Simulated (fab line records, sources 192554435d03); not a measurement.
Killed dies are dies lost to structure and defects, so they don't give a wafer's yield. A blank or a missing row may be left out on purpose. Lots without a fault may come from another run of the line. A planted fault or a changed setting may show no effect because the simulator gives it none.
fab line records | flow n5_finfet
record lots=5 wafers=12 last_day=18
route steps=1938 shown BEOL_M7@1323 BEOL_M8@1332
lots that met no fault: from a run of the same line without faults
start_h: hours from the record's first day to the start of the lot's first wafer shown | wait_h: hours since the lot's step before | " the same as in the row above | L1.1+2: a row that stands for several wafers | - no value, or no start given | * or withheld: withheld | < > ~ a bound
route shown NAME@n: a module of which the file shows steps, and the number in the route of the first | usual: mean/standard deviation of fault-free wafers | same: alike in all rows | chamber/n: place in a boat | sites: the reading at each site | _std_site: their standard deviation | _edge_site: outer sites' mean less inner sites' | radius_mm: how far each site lies from the wafer's centre | mask NAME#n: copy n | behind: the tool/chamber that last shaped the wafer | hold: why the lot was held/for how many hours/how that ended | device: the transistor (n, p or np) that didn't switch | end of line: the same wafers' tests at the end of the route | a step without rows: its recipe alone | killed: dies lost to structure and defects at the first sort, not the wafer's yield | map: a wafer's dies, x killed, . not, _ none there
set.NAME: the setting as run; set.NAME@STEP: as run at that earlier step | model.NAME: the simulator's own value behind a step, which no gauge read
lots at some steps of the route; a table a step, a row a wafer
services: from which hour (start_h, from the record's first day; less than 0 if before it) a tool's chamber was out of use, for how many hours, and why
## steps
# step N5_BEOL_M7_SPUTTER_48
# recipe material=Cu target_thk_a=100 temp_c=-20 bias_v=60 power_w=26000 chamber_pressure_pa=0.13 time_s=1.667
# step N5_BEOL_M7_ECD_50
# recipe material=Cu target_thk_a=3000
# step N5_BEOL_M7_ANNEAL_51
# recipe temp_c=225 time_s=90 ambient=N2
# step N5_BEOL_M7_CMP_52
# recipe stop_on=SiCOH_lowk t_overpolish_s=6.9 down_force_psi=1 platen_rpm=50 clearing_platen_down_force_psi=1.5 clearing_platen_rpm=50 post_cmp_clean=cu_alkaline target_thk_nm=80 clearing_platen_pad_velocity_m_s=0.99484 pad_velocity_m_s=0.99484
# step N5_BEOL_M7_PRE_CLEAN_55
# recipe gas=NH3 time_s=15 temp_c=withheld rf_power_w=300
# step N5_BEOL_M7_DEP_56
# recipe material=SiCN target_thk_a=100 temp_c=withheld precursor=3MS/NH3 pressure_torr=3 rf_w=202 time_s=17.5
# step N5_BEOL_M8_ILD_DEP_00
# recipe material=SiCOH_lowk target_thk_a=1797.5 temp_c=300 precursor=DEMS/porogen pressure_torr=5 rf_w=500 time_s=33.4
# step N5_BEOL_M8_CURE_74
# recipe temp_c=385 time_s=240 ambient=He/Ar material=SiCOH_lowk
# step N5_BEOL_M8_PECVD_70
# recipe material=SiO2 target_thk_a=200 temp_c=400 precursor=TEOS/O2 pressure_torr=5.5 rf_w=450 teos_flow_sccm=53.8 gas=O2 flow_sccm=3000 time_s=22.7
# usual heater_power_w=687/64 showerhead_plenum_p_Torr=8.78/0.05 throttle_valve_pct=22.7/1.6
# columns lot.wafer tool chamber start_h wait_h heater_power_w showerhead_plenum_p_Torr throttle_valve_pct model.SiO2_of_BEOL_M8_PECVD_70.thk_nm
L588.1 pecvd-02 1 224.07 0.0 628 8.77 24.1 19.8
L588.3 " 2 " " 630 8.81 21.1 19.6
L588.5 " 0 " " 765 8.83 23.7 20
L602.2 pecvd-02 2 299.89 0.0 581 8.82 21.0 20.2
L602.4 " 0 " " 741 8.81 23.4 29.6
L603.1 pecvd-02 0 304.60 0.0 698 8.84 23.6 19.6
L603.4 " 2 " " 662 8.79 21.3 29.4
L604.2 pecvd-02 0 319.31 0.0 772 8.83 23.3 20
L604.4 " 0 " " 788 8.83 23.6 29.4
L607.1 pecvd-01 0 341.45 0.0 709 8.66 25.5 19.8
L607.3 " 2 " " 760 8.78 22.0 19.6
L607.5 " 0 " " 692 8.66 25.5 20.2
# step N5_BEOL_M8_HM_DEP_02
# recipe material=TiN target_thk_a=200 temp_c=25 chamber_pressure_pa=0.49996
# step N5_BEOL_M8_COAT_59
# recipe resist=SOC temp_c=250 time_s=60 spin_rpm=1500 resist_thk_nm=100
# step N5_BEOL_M8_COAT_60
# recipe resist=SiARC temp_c=220 time_s=60 spin_rpm=1500 resist_thk_nm=35
# step N5_BEOL_M8_COAT_05
# recipe resist=CAR-ArF spin_rpm=1500 resist_thk_nm=90
# step N5_BEOL_M8_EBR_07
# recipe solvent=PGMEA ebr_width_mm=1.5
# step N5_BEOL_M8_SOFTBAKE_06
# recipe temp_c=110 time_s=60 resist=CAR-ArF
# step N5_BEOL_M8_EXPOSE_08
# recipe mask_id=M8 na=1.35 source_shape=dipole sigma_inner=0.817 sigma_outer=0.97 polarization=te dose_mj=68.25
# step N5_BEOL_M8_PEB_09
# recipe peb_temp_c=withheld peb_time_s=60 resist=CAR-ArF
# step N5_BEOL_M8_DEVELOP_10
# recipe develop_time_s=30 developer=TMAH resist=CAR-ArF rinse_liquid=diw dry=air_spin dev_temp_c=23
# step N5_BEOL_M8_DESCUM_16
# recipe chemistry=O2 time_s=7.9 source_power_w=50 bias_power_w=20 pressure_mtorr=20 rf_frequency_hz=2.712e+07 temp_c=40 resist=CAR-ArF o2_flow_sccm=225
# step N5_BEOL_M8_ETCH_61
# recipe chemistry=CF4 target=SiARC target_depth_a=455 mask_material=CAR-ArF time_s=75.8 ion_energy_ev=80 pressure_mtorr=40 source_w=545 bias_w=36 Ar_flow_sccm=100 cf4_flow_sccm=100 ends=cleared
# step N5_BEOL_M8_ETCH_62
# recipe chemistry=N2/H2 target=SOC target_depth_a=1100 overetch_a=220 mask_material=SiARC temp_c=40 time_s=165 ion_energy_ev=200 pressure_mtorr=30 source_w=840 bias_w=150 n2_flow_sccm=200 h2_flow_sccm=200
# step N5_BEOL_M8_STRIP_68
# recipe chemistry=N2/H2 temp_c=40 n2_flow_sccm=200 h2_flow_sccm=200 rf_frequency_hz=6e+07
# step N5_BEOL_M8_STRIP_67
# recipe chemistry=CF4 resist=SiARC power_w=300 bias_power_w=75 pressure_mtorr=50 cf4_flow_sccm=150 rf_frequency_hz=6e+07
# step N5_BEOL_M8_HM_OPEN_17
# recipe chemistry=Cl2/BCl3 target_depth_a=200 overetch_a=60 target=TiN mask_material=SOC ion_energy_ev=150 pressure_mtorr=10 icp_w=1000 bias_w=126 Cl2_flow_sccm=53.25 bcl3_flow_sccm=21.75 Ar_flow_sccm=25
# step N5_BEOL_M8_STRIP_19
# recipe chemistry=O2 power_w=400 temp_c=40 pressure_mtorr=30 rf_frequency_hz=6e+07 bias_power_w=0 overash_fraction=0.2 o2_flow_sccm=225
# step N5_BEOL_M8_COAT_63
# recipe resist=SOC temp_c=250 time_s=60 spin_rpm=1500 resist_thk_nm=60
# step N5_BEOL_M8_COAT_64
# recipe resist=SiARC temp_c=220 time_s=60 spin_rpm=1500 resist_thk_nm=12
# step N5_BEOL_M8_COAT_71
# recipe resist=underlayer temp_c=205 time_s=60 spin_rpm=1500 resist_thk_nm=5
# step N5_BEOL_M8_COAT_22
# recipe resist=CAR-EUV spin_rpm=1500 resist_thk_nm=30
# step N5_BEOL_M8_EBR_24
# recipe solvent=PGMEA ebr_width_mm=1.5
# step N5_BEOL_M8_SOFTBAKE_23
# recipe temp_c=110 time_s=60 resist=CAR-EUV
# step N5_BEOL_M8_EXPOSE_25
# recipe mask_id=V7 na=0.33 source_shape=annular sigma_inner=0.4 sigma_outer=0.8 polarization=unpolarized target_cd_nm=40 dose_mj=42.5
# step N5_BEOL_M8_PEB_26
# recipe peb_temp_c=100 peb_time_s=60 resist=CAR-EUV
# step N5_BEOL_M8_DEVELOP_27
# recipe develop_time_s=30 developer=TMAH resist=CAR-EUV rinse_liquid=surfactant_rinse dry=air_spin dev_temp_c=23
# step N5_BEOL_M8_HM_STRIP_39
# recipe chemistry=peroxide_tin_strip material=TiN target_depth_a=250 temp_c=50 time_s=158
# columns lot.wafer tool chamber start_h wait_h model.SiO2_of_BEOL_M8_PECVD_70.thk_nm
L588.1+3 wet_bench-06 3,2 229.34 0.0 19.6
L588.5 " 5 " " 19.8
L602.2 wet_bench-01 3 303.25 0.0 20
L602.4 " 0 " " 29.4
L603.1 wet_bench-06 2 308.50 0.0 19.4
L603.4 " 0 " " 29.4
L604.2 wet_bench-01 7 324.55 0.0 19.8
L604.4 " 5 " " 29.4
L607.1 wet_bench-06 2 347.01 0.0 19.6
L607.3 " 4 " " 19.4
L607.5 " 1 " " 20
# step N5_BEOL_M8_CMP_52
# recipe stop_on=SiCOH_lowk t_overpolish_s=6.9 down_force_psi=1 platen_rpm=50 clearing_platen_down_force_psi=1.5 clearing_platen_rpm=50 post_cmp_clean=cu_alkaline target_thk_nm=80 clearing_platen_pad_velocity_m_s=0.99484 pad_velocity_m_s=0.99484
# usual barrier_field_endpoint_s=28.9/0.58 edge_zone_pressure_frac=1.000/0.0052 motor_current_A=6.1/0.71 pad_life_wafers=973/570
# columns lot.wafer tool chamber start_h wait_h barrier_field_endpoint_s edge_zone_pressure_frac motor_current_A pad_life_wafers
L588.3 cmp-01 0 231.66 0.2 29.4 1.000 5.3 1723
L588.1 " 2 " " 29.1 1.008 5.0 1725
L588.5 " 0 " " 28.9 0.996 5.5 -
L602.4 cmp-02 2 307.01 0.2 41.5 1.002 6.2 667
L602.2 " 3 " " 30.0 1.004 6.6 668
L603.4 cmp-02 1 312.56 0.2 40.0 1.008 6.9 702
L603.1 " 0 " " 28.5 1.001 6.4 705
L604.4 cmp-02 1 327.47 0.1 39.8 1.005 7.2 840
L604.2 " 2 " " 27.9 0.992 6.3 841
L607.3 cmp-01 3 349.38 0.2 28.0 0.998 5.5 571
L607.1 " 0 " " 28.5 1.002 5.4 572
L607.5 " 2 " " 28.9 0.996 4.9 -
## services
# columns tool chamber start_h hours kind
cmp-01 - 202.53 2.6 repair
cmp-02 - 217.07 4.0 pm
cmp-02 - 221.07 - consumable_replace:conditioner
cmp-02 - 221.07 - consumable_replace:pad
cmp-02 - 236.73 3.6 pm
pecvd-01 1 237.48 10.0 repair
wet_bench-01 - 242.19 0.6 repair
pecvd-01 0 272.62 5.5 scheduled_down
cmp-01 - 276.89 4.0 pm
cmp-01 - 280.89 - consumable_replace:conditioner
cmp-01 - 280.89 - consumable_replace:pad
cmp-02 - 282.84 3.9 repair
pecvd-01 - 283.86 6.0 pm
pecvd-02 0 291.76 2.1 scheduled_down
cmp-02 - 301.49 0.3 repair
cmp-01 - 312.41 0.7 repair
## key
first_sign step=N5_BEOL_M8_CMP_52 reading=barrier_field_endpoint_s direction=up sigmas=20 usual=28.9 struck=40.4
effect none on later readings
model_effect step=N5_BEOL_M8_PECVD_70 value=SiO2_of_BEOL_M8_PECVD_70.thk_nm without=20 struck=29.47
model_effect step=N5_BEOL_M8_HM_STRIP_39 value=SiO2_of_BEOL_M8_PECVD_70.thk_nm without=19.8 struck=29.4
met_at N5_BEOL_M8_PECVD_70
struck_wafers L602.4,L603.4,L604.4
onset_between 224.07 299.89
fault kind=process_parameter_drift tool=pecvd-02 chamber=- onset_h=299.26 steps=N5_BEOL_M8_PECVD_70 channel=time_s offset=* shape=step end_h=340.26 scope=struck_wafers_only acts_in=* stated=*
